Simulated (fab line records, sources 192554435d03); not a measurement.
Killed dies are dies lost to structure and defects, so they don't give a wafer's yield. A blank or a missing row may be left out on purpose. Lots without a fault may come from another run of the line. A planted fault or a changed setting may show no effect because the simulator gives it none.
Which tool did it? | flow n5_finfet | 11 lots, 33 wafers sampled, at 5 steps of a route of 1938

WHAT THE GAUGES READ, wafer by wafer
N5_FIN_CUT_INSPECT_10: inspects for defects (brightfield).
lot  | measured    | on                | raw_defect_count
L246 | day 2 09:20 | defect_inspect-02 | 35 46 54
L249 | day 3 03:22 | defect_inspect-02 | 76 57 54
L250 | day 3 10:41 | defect_inspect-02 | 50 35 39
L251 | day 3 16:10 | defect_inspect-01 | 22 28 47
L254 | day 4 08:26 | defect_inspect-02 | 34 46 42
L258 | day 5 13:59 | defect_inspect-01 | 41 27 66
L259 | day 5 17:11 | defect_inspect-01 | 35 28 40
L260 | day 5 21:26 | defect_inspect-01 | 52 68 43
L265 | day 7 02:50 | defect_inspect-02 | 43 37 36
L267 | day 7 15:06 | defect_inspect-02 | 31 25 35
L268 | day 7 21:08 | defect_inspect-01 | 36 31 48

N5_STI_FIN_REVEAL_CD_MEAS_22: target cd 6.238 nm, pitch 28 nm.
lot  | measured    | on        | cd_nm (nm)
L246 | day 2 20:15 | cd_sem-02 | 6.0 6.2 6.1
L249 | day 3 13:23 | cd_sem-01 | 6.5 6.7 5.8
L250 | day 3 20:37 | cd_sem-03 | 7.0 5.9 6.7
L251 | day 4 02:03 | cd_sem-01 | 6.0 6.5 6.0
L254 | day 4 18:05 | cd_sem-01 | 5.8 5.8 6.0
L258 | day 6 00:09 | cd_sem-03 | 6.4 5.9 6.6
L259 | day 6 03:20 | cd_sem-01 | 8.2 8.4 7.9
L260 | day 6 08:25 | cd_sem-01 | 7.9 7.6 7.8
L265 | day 7 12:55 | cd_sem-02 | 6.3 6.4 6.8
L267 | day 8 00:38 | cd_sem-03 | 6.6 7.0 6.1
L268 | day 8 07:16 | cd_sem-03 | 5.8 5.8 6.1

N5_STI_FIN_REVEAL_FIN_H_MEAS_10.
lot  | measured    | on     | trench_depth_nm (nm)
L246 | day 2 20:17 | ocd-02 | 52.3 51.8 52.5
L249 | day 3 13:25 | ocd-02 | 51.1 51.3 51.5
L250 | day 3 20:39 | ocd-02 | 51.9 52.5 50.7
L251 | day 4 02:05 | ocd-02 | 50.2 50.9 49.6
L254 | day 4 18:07 | ocd-02 | 52.3 50.9 51.3
L258 | day 6 00:11 | ocd-02 | 52.5 51.6 51.6
L259 | day 6 03:22 | ocd-01 | 50.9 51.5 52.3
L260 | day 6 08:26 | ocd-01 | 51.0 52.0 52.2
L265 | day 7 12:58 | ocd-02 | 51.7 50.9 52.7
L267 | day 8 00:40 | ocd-02 | 51.6 52.5 52.5
L268 | day 8 07:18 | ocd-01 | 52.7 51.6 52.9

WHICH TOOL RAN EACH LOT (tool, then ch and the chambers of the sampled wafers, then the start)
lot  | N5_STI_FIN_REVEAL_STRIP_24        | N5_STI_FIN_REVEAL_ETCH_34
L246 | rie_diel-03 ch 0,1,3, day 2 17:17 | rie_si-03 ch 0,1,3, day 2 19:35
L249 | rie_diel-03 ch 1,2, day 3 10:30   | rie_si-04 ch 0,1,2, day 3 12:49
L250 | rie_diel-02 ch 0,1,2, day 3 17:32 | rie_si-02 ch 0,2,3, day 3 20:02
L251 | rie_diel-06 ch 0,3, day 3 23:10   | rie_si-02 ch 0,1,3, day 4 01:28
L254 | rie_diel-03 ch 0,1,3, day 4 15:11 | rie_si-03 ch 0,2,3, day 4 17:30
L258 | rie_diel-03 ch 0,1,3, day 5 20:59 | rie_si-04 ch 1,2,3, day 5 23:32
L259 | rie_diel-02 ch 0,2, day 6 00:08   | rie_si-04 ch 0,2,3, day 6 02:41
L260 | rie_diel-06 ch 0,1,2, day 6 05:19 | rie_si-02 ch 0,3, day 6 07:37
L265 | rie_diel-02 ch 0,2, day 7 10:01   | rie_si-04 ch 1,3, day 7 12:20
L267 | rie_diel-06 ch 1,2,3, day 7 21:45 | rie_si-02 ch 0,1, day 8 00:03
L268 | rie_diel-06 ch 1,2,3, day 8 04:22 | rie_si-04 ch 0,1,2, day 8 06:41
- N5_STI_FIN_REVEAL_STRIP_24: strips in N2/H2, time 90 s.
- N5_STI_FIN_REVEAL_ETCH_34: etches Si in H2, material Si, target depth 0.97 nm.

WHAT THE TOOLS THEMSELVES READ (means of the sampled wafers that have a number; where no wafer has one, the mark that the record gives instead)
N5_STI_FIN_REVEAL_STRIP_24.
lot  | tool        | drypump_motor_current_A (A) | oes_product_au (a.u.) | rf_vpp_V (V) | showerhead_plenum_p_Torr (Torr) | throttle_valve_pct (%)
L246 | rie_diel-03 | 5.43                        | 0.79                  | 45.4         | 3.38                            | 12.0
L249 | rie_diel-03 | 5.40                        | 0.88                  | 45.0         | 3.31                            | 11.8
L250 | rie_diel-02 | 5.53                        | 0.76                  | 45.2         | 3.31                            | 12.5
L251 | rie_diel-06 | 6.01                        | 0.86                  | 44.4         | 3.27                            | 12.0
L254 | rie_diel-03 | 5.42                        | 0.77                  | 45.0         | 3.37                            | 12.1
L258 | rie_diel-03 | 5.45                        | 0.76                  | 45.8         | 3.37                            | 12.1
L259 | rie_diel-02 | 5.70                        | 0.73                  | 45.1         | 3.30                            | 12.6
L260 | rie_diel-06 | 5.67                        | 0.89                  | 44.5         | 3.40                            | 12.0
L265 | rie_diel-02 | 5.70                        | 0.72                  | 45.2         | 3.31                            | 12.6
L267 | rie_diel-06 | 5.65                        | 0.81                  | 44.7         | 3.36                            | 12.2
L268 | rie_diel-06 | 5.64                        | 0.81                  | 45.3         | 3.36                            | 12.2

N5_STI_FIN_REVEAL_ETCH_34.
lot  | tool      | chamber_pressure_mTorr (mTorr) | drypump_motor_current_A (A) | he_backside_leak_sccm (sccm) | he_flow_sccm (sccm) | oes_product_au (a.u.) | rf_fwd_power_W (W) | throttle_valve_pct (%)
L246 | rie_si-03 | 4.502                          | 6.2                         | 2.6                          | 142.3               | 1.007                 | 297.4              | 26.2
L249 | rie_si-04 | 4.502                          | 5.9                         | 2.9                          | 142.4               | 1.001                 | 296.9              | 25.6
L250 | rie_si-02 | 4.502                          | 5.9                         | 3.0                          | 142.2               | 0.983                 | 294.8              | 25.7
L251 | rie_si-02 | 4.500                          | 5.6                         | 3.0                          | 142.4               | 0.990                 | 296.0              | 25.4
L254 | rie_si-03 | 4.500                          | 5.8                         | 2.5                          | 142.1               | 0.991                 | 297.1              | 25.7
L258 | rie_si-04 | 4.501                          | 5.5                         | 2.9                          | 142.8               | 1.022                 | 296.8              | 26.1
L259 | rie_si-04 | -                              | -                           | -                            | -                   | -                     | -                  | -
L260 | rie_si-02 | -                              | -                           | -                            | -                   | -                     | -                  | -
L265 | rie_si-04 | 4.502                          | 5.5                         | 2.9                          | 142.6               | 1.020                 | 296.6              | 26.5
L267 | rie_si-02 | 4.503                          | 5.2                         | 2.9                          | 142.9               | 0.983                 | 295.3              | 25.4
L268 | rie_si-04 | 4.499                          | 5.8                         | 2.9                          | 142.2               | 0.996                 | 296.9              | 25.6

THE ANSWER, worked out from the rows above alone
Rule: what is usual is taken from the lots themselves. Put in order of their means at a reading, lots are off if they are a third of the lots or fewer, leave a main group of 4 or more, and stand apart from it by a gap of 3 or more times the standard deviation of the main group's means; of several such gaps the widest counts. A main group whose means are all the same, to the digits that the tables above print for the reading, isn't used. A lot without any number at a reading at which 4 lots or more have one is off too. The other lots that the step has rows for count as sound. The gauges are gone through in route order, then the tools' own readings, and for those a lot's mean is taken as printed above. The first step at which some lot is off is used, and at that step the reading that is off furthest; a lot without a number counts as furthest.
Off: L259, L260, at N5_STI_FIN_REVEAL_CD_MEAS_22 (cd_nm). The main group: mean 6.3 nm, standard deviation 0.25.
A tool fits if, at a process step before that reading, it ran every lot that is off, and no sound lot after the first of them. The gauges at N5_STI_FIN_REVEAL_CD_MEAS_22 aren't tried: what is off there is off at N5_STI_FIN_REVEAL_ETCH_34 too, on other tools, and a gauge's error can't cause that. None of those tried fits.

WHAT THE SIMULATOR HAD PUT IN
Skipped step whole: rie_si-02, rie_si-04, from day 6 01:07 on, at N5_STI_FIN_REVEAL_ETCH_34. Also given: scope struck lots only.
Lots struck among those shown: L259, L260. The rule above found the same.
